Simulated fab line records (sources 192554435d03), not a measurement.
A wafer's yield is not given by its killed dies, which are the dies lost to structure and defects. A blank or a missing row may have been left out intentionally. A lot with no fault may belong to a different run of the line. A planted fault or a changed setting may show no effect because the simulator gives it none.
Which tool is to blame? -- flow n5 finfet -- 42 wafers from 14 lots sampled at 4 of the route's 1938 steps

WHAT THE GAUGES SHOWED, per wafer
Not one reading of a measure or inspect step in the record can be checked against a usual standard deviation.

TOOL THAT RAN EACH LOT (tool first, then ch and the chambers of the sampled wafers, then the start)
lot,N5_WELL_APT_EXPOSE_05,N5_WELL_APT_RTA_34,N5_PMOS_HMC_CHANNEL_EPI_HM_DEP_34,N5_PMOS_HMC_CHANNEL_EPI_EPI_26
L200,"krf scanner-01 ch 0, day 2 01:41","rtp anneal-01 ch 0, day 2 04:07","pecvd-01 ch 0,1,2, day 2 05:01","epi rpcvd-04 ch 0, day 2 08:58"
L204,"krf scanner-01 ch 0, day 3 01:25","rtp anneal-02 ch 0, day 3 04:18","pecvd-04 ch 1,2, day 3 05:12","epi rpcvd-03 ch 0, day 3 07:59"
L205,"krf scanner-01 ch 0, day 3 07:35","rtp anneal-01 ch 0, day 3 09:55","pecvd-03 ch 0,2, day 3 10:49","epi rpcvd-04 ch 0, day 3 14:11"
L206,"krf scanner-01, day 3 13:27","rtp anneal-01 ch 0, day 3 16:29",-,-
L207,"krf scanner-02, day 3 19:40","rtp anneal-01 ch 0, day 3 22:06",-,-
L212,"krf scanner-02 ch 0, day 5 01:35","rtp anneal-02 ch 0, day 5 04:26","pecvd-04 ch 1,2, day 5 05:18","epi rpcvd-04 ch 0, day 5 08:53"
L213,"krf scanner-01 ch 0, day 5 07:38","rtp anneal-01 ch 0, day 5 10:05","pecvd-03 ch 0,1,2, day 5 11:01","epi rpcvd-03 ch 0, day 5 14:50"
L214,"krf scanner-02 ch 0, day 5 13:50","rtp anneal-02 ch 0, day 5 16:27","pecvd-04 ch 1,2, day 5 17:34","epi rpcvd-04 ch 0, day 5 20:46"
L215,"krf scanner-02 ch 0, day 5 19:42","rtp anneal-01 ch 0, day 5 22:04","pecvd-03 ch 0,1,2, day 5 23:00","epi rpcvd-03 ch 0, day 6 02:21"
L216,"krf scanner-02 ch 0, day 6 01:32","rtp anneal-02 ch 0, day 6 04:03","pecvd-04 ch 0,2, day 6 04:58","epi rpcvd-03 ch 0, day 6 07:54"
L217,"krf scanner-01 ch 0, day 6 07:41","rtp anneal-02 ch 0, day 6 14:37","pecvd-04 ch 0,1,2, day 6 15:42","epi rpcvd-02 ch 0, day 6 19:45"
L218,"krf scanner-02 ch 0, day 6 13:40","rtp anneal-02 ch 0, day 6 16:33","pecvd-04 ch 0,1, day 6 17:56","epi rpcvd-03 ch 0, day 6 20:49"
L219,"krf scanner-01 ch 0, day 6 19:43","rtp anneal-01 ch 0, day 6 22:19","pecvd-04 ch 0,1,2, day 6 23:15","epi rpcvd-03 ch 0, day 7 02:37"
L220,"krf scanner-02 ch 0, day 7 01:55","rtp anneal-01 ch 0, day 7 04:28","pecvd-04 ch 0,2, day 7 05:20","epi rpcvd-04 ch 0, day 7 08:18"
- N5_WELL_APT_EXPOSE_05: exposes mask NWELL, defocus 0 nm, target cd 200 nm.
- N5_WELL_APT_RTA_34: time 10 s.
- N5_PMOS_HMC_CHANNEL_EPI_HM_DEP_34: deposits SiO2 from TEOS/O2, target thk 36 nm, time 6.9 s.
- N5_PMOS_HMC_CHANNEL_EPI_EPI_26: deposits Si from SiH4/H2, target thk 3.8 nm, time 22.7 s.

WHAT THE TOOLS THEMSELVES READ (means of the sampled wafers that have a number; where no wafer has one, the mark that the record gives instead)
N5_WELL_APT_EXPOSE_05. Usual: exposure dose mJ cm2 20.286, standard deviation 0.021; focus offset nm -0.1 nm, standard deviation 0.53.
lot,tool,exposure dose mJ cm2,focus offset nm (nm),flag
L200,krf scanner-01,20.282,-0.2,
L204,krf scanner-01,20.299,-0.6,
L205,krf scanner-01,20.283,-0.3,
L206,krf scanner-01,-,-,OFF
L207,krf scanner-02,-,-,OFF
L212,krf scanner-02,20.305,0.2,
L213,krf scanner-01,20.272,-0.4,
L214,krf scanner-02,20.271,0.2,
L215,krf scanner-02,20.285,-0.2,
L216,krf scanner-02,20.289,-0.3,
L217,krf scanner-01,20.272,-0.1,
L218,krf scanner-02,20.291,0.1,
L219,krf scanner-01,20.291,0.5,
L220,krf scanner-02,20.260,-0.1,

N5_WELL_APT_RTA_34. Usual: lamp power pct 13.00 %, standard deviation 0.053; lamp_zone_1_pct 12.997 %, standard deviation 0.029; lamp_zone_6_pct 12.920 %, standard deviation 0.029; wafer_temp_C_max 1003.5, standard deviation 1.1.
lot,tool,lamp power pct (%),lamp_zone_1_pct (%),lamp_zone_6_pct (%),wafer_temp_C_max,flag
L200,rtp anneal-01,12.98,13.007,12.928,1003.0,
L204,rtp anneal-02,12.95,13.013,12.914,1003.5,
L205,rtp anneal-01,12.98,12.985,12.948,1002.0,
L206,rtp anneal-01,13.02,13.029,12.930,1003.9,
L207,rtp anneal-01,12.99,13.000,12.921,1002.4,
L212,rtp anneal-02,13.02,12.991,12.919,1002.8,
L213,rtp anneal-01,12.99,12.994,12.916,1003.3,
L214,rtp anneal-02,13.05,13.003,12.920,1003.4,
L215,rtp anneal-01,13.02,13.001,12.904,1003.9,
L216,rtp anneal-02,12.98,13.010,12.929,1003.8,
L217,rtp anneal-02,12.98,13.000,12.905,1003.0,
L218,rtp anneal-02,12.97,13.003,12.920,1003.6,
L219,rtp anneal-01,13.03,12.978,12.931,1004.0,
L220,rtp anneal-01,13.03,12.993,12.918,1004.4,

N5_PMOS_HMC_CHANNEL_EPI_HM_DEP_34. Usual: heater power w 546 W, standard deviation 85; showerhead plenum p Torr 8.34 Torr, standard deviation 0.035; throttle valve pct 18.4 %, standard deviation 0.67.
lot,tool,heater power w (W),showerhead plenum p Torr (Torr),throttle valve pct (%),flag
L200,pecvd-01,562,8.32,18.6,
L204,pecvd-04,529,8.37,17.9,
L205,pecvd-03,533,8.31,17.7,
L212,pecvd-04,598,8.39,18.0,
L213,pecvd-03,556,8.31,18.2,
L214,pecvd-04,554,8.37,17.7,
L215,pecvd-03,544,8.32,18.1,
L216,pecvd-04,505,8.32,18.5,
L217,pecvd-04,546,8.35,18.2,
L218,pecvd-04,529,8.32,18.9,
L219,pecvd-04,490,8.35,18.2,
L220,pecvd-04,518,8.32,18.5,

N5_PMOS_HMC_CHANNEL_EPI_EPI_26. Usual: throttle valve pct at 11.1 %, with a standard deviation of 0.32.
lot,tool,throttle valve pct (%),flag
L200,epi rpcvd-04,10.9,
L204,epi rpcvd-03,11.4,
L205,epi rpcvd-04,10.9,
L212,epi rpcvd-04,11.0,
L213,epi rpcvd-03,11.3,
L214,epi rpcvd-04,10.8,
L215,epi rpcvd-03,11.4,
L216,epi rpcvd-03,11.2,
L217,epi rpcvd-02,10.8,
L218,epi rpcvd-03,11.3,
L219,epi rpcvd-03,11.4,
L220,epi rpcvd-04,10.8,

THE ANSWER, worked out from the rows above alone
Rule: a lot counts as off when the mean over its wafers that have a number is more than 3 standard deviations away from the usual mean. A lot without any number at a reading at which 4 lots or more have one is off too. Where the step has rows for the other lots, those lots are counted as sound. First the gauges in route order, then the tools' own readings, where a lot's mean is used as printed above. At the first step where some lot is off, the reading lying furthest off is the one used; lots without a number count as furthest.
Off: L206, L207, at N5_WELL_APT_EXPOSE_05 (exposure dose mJ cm2). Without a number there: L206, L207.
A tool fits if, at that step or a process step before it, it ran every lot that is off, and no sound lot after the first of them. No candidate that was tried fits.

WHAT HAD BEEN PUT IN BY THE SIMULATOR
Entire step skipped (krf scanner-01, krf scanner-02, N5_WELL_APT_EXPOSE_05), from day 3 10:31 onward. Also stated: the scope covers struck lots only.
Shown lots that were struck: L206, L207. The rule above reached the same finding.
